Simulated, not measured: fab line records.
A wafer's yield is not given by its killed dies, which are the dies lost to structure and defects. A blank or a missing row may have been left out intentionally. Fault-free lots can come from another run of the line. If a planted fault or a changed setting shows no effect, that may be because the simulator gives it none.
A lot that was struck, set against a sound lot ; flow n5Finfet ; 37 out of 1938 route steps
Sound: these wafers, L924.3, L924.4, L924.5. Struck: wafer L935.6 (L935.4, L935.5, from the same lot, were not struck and are left out); the cause is given at the end.
Each step with rows lists, per side, the tool, then ch with its chambers, then its first start. Under that, the readings that differ: sound wafers ; struck wafers ; difference of the means ; sigmas: that difference in standard deviations of wafers without a fault.
alike: a reading whose means differ by less than 2 such deviations, as well as words and numbers matching on both sides. not compared: withheld readings; readings where some wafer has no value; bounds like >300 that might hide an equal value; numbers whose values overlap and for which the record gives no deviation.
A row with sigmas, a row that says differs or no value, or rows on one side alone: a step with any of these is where the two part. Numbers that have no deviation but don't overlap get no sigmas and don't part them. A reading missing from all wafers of one side parts the sides only when that side holds two or more wafers.

first, 8 steps without rows for these wafers: N5_BEOL_M1_ECD_50 (material Cu, target thk 300 nm); N5_BEOL_M1_ANNEAL_51 (time 90 s); N5_BEOL_M1_CMP_52 (polishes, stops on SiOC, t overpolish 6.8 s, target thk 40 nm); N5_BEOL_M1_PRE_CLEAN_60 (time 15 s); N5_BEOL_M1_CO_CAP_55 (material Co, precursor CCTBA/H2, target thk 2 nm, time 102.1 s); N5_BEOL_M1_PRE_CLEAN_56 (time 15 s); N5_BEOL_M1_DEP_57 (deposits SiCN from 3MS/NH3, target thk 8 nm, time 14 s); N5_BEOL_M2_ILD_DEP_00 (deposits SiOC from DEMS/O2, target thk 79 nm, time 15.3 s).
N5_BEOL_M2_PECVD_72: deposits SiO2 from TEOS/O2, target thk 16 nm, time 18 s.
  sound on pecvd-02 ch 0,1, day 9 14:48; struck on pecvd-02 ch 1, day 11 22:20
reading;sound;struck;difference;sigmas
model.SiO2_of_BEOL_M2_PECVD_72.thkNm (nm);16 16.2 16.4;16.6;+0.4;
  alike: chamberPressureTorr, heaterPowerW, showerheadPlenumPTorr, throttleValvePct
then, 25 steps without rows for these wafers: N5_BEOL_M2_HM_DEP_02 (deposits TiN, target thk 20 nm); N5_BEOL_M2_COAT_61 (time 60 s, resist thk 60 nm); N5_BEOL_M2_COAT_62 (time 60 s, resist thk 12 nm); N5_BEOL_M2_COAT_73 (time 60 s, resist thk 5 nm); N5_BEOL_M2_COAT_05 (resist thk 30 nm); N5_BEOL_M2_EBR_07; N5_BEOL_M2_SOFTBAKE_06 (time 60 s); N5_BEOL_M2_EXPOSE_08 (exposes mask M2); N5_BEOL_M2_PEB_09 (peb time 60 s); N5_BEOL_M2_DEVELOP_10 (develop time 30 s); N5_BEOL_M2_DESCUM_16 (chemistry O2, time 7 s); N5_BEOL_M2_ETCH_74 (etches underlayer in N2/H2, target depth 6.5 nm, time 5.2 s); N5_BEOL_M2_ETCH_63 (etches SiARC in CF4, target depth 15.6 nm, time 26 s); N5_BEOL_M2_ETCH_64 (etches SOC in N2/H2, target depth 75 nm, overetch 22.5 nm, time 121.9 s); N5_BEOL_M2_STRIP_65 (strips in N2/H2); N5_BEOL_M2_STRIP_75 (strips in N2/H2); N5_BEOL_M2_STRIP_66 (strips in CF4); N5_BEOL_M2_HM_OPEN_17 (chemistry Cl2/BCl3, target TiN, target depth 20 nm, overetch 6 nm); N5_BEOL_M2_STRIP_19 (strips in O2); N5_BEOL_M2_COAT_67 (time 60 s, resist thk 60 nm); N5_BEOL_M2_COAT_68 (time 60 s, resist thk 12 nm); N5_BEOL_M2_COAT_76 (time 60 s, resist thk 5 nm); N5_BEOL_M2_COAT_22 (resist thk 30 nm); N5_BEOL_M2_EBR_24; N5_BEOL_M2_SOFTBAKE_23 (time 60 s).
N5_BEOL_M2_HM_STRIP_39: strips TiN in peroxide tin strip, target depth 25 nm, time 158 s.
  sound on wetBench-01 ch 0,1,6, day 10 06:01; struck on wetBench-01 ch 6, day 12 13:23
reading;sound;struck;difference;sigmas
model.SiO2_of_BEOL_M2_PECVD_72.thkNm (nm);16 16.2 16.2;16.6;+0.5;
-- record jumps: 2 days separate the struck wafers' starts on either side; left off in module BEOL_M2, taken up again in module BEOL_M4, whose first shown step is the route's number 1111 --
N5_BEOL_M4_RC_MEAS_101:
  sound on prober-01 ch 0, day 12 02:35; struck on prober-01 ch 0, day 14 20:24
reading;sound;struck;difference;sigmas
DIBL_N (mV/V);34.2 35.0 33.9;38.6;+4.2;+3
  alike: DIBL_P, IOFF_N, IOFF_P, ION_N, ION_P, SS_N, SS_P, VT_N, VT_P
following that, these wafers have no rows for 1 step: N5_PASSIVATION_PROBE_49.

## WHERE THEY PART
Only at N5_BEOL_M4_RC_MEAS_101, as far as this record shows.

WHY: the cause the simulator had injected
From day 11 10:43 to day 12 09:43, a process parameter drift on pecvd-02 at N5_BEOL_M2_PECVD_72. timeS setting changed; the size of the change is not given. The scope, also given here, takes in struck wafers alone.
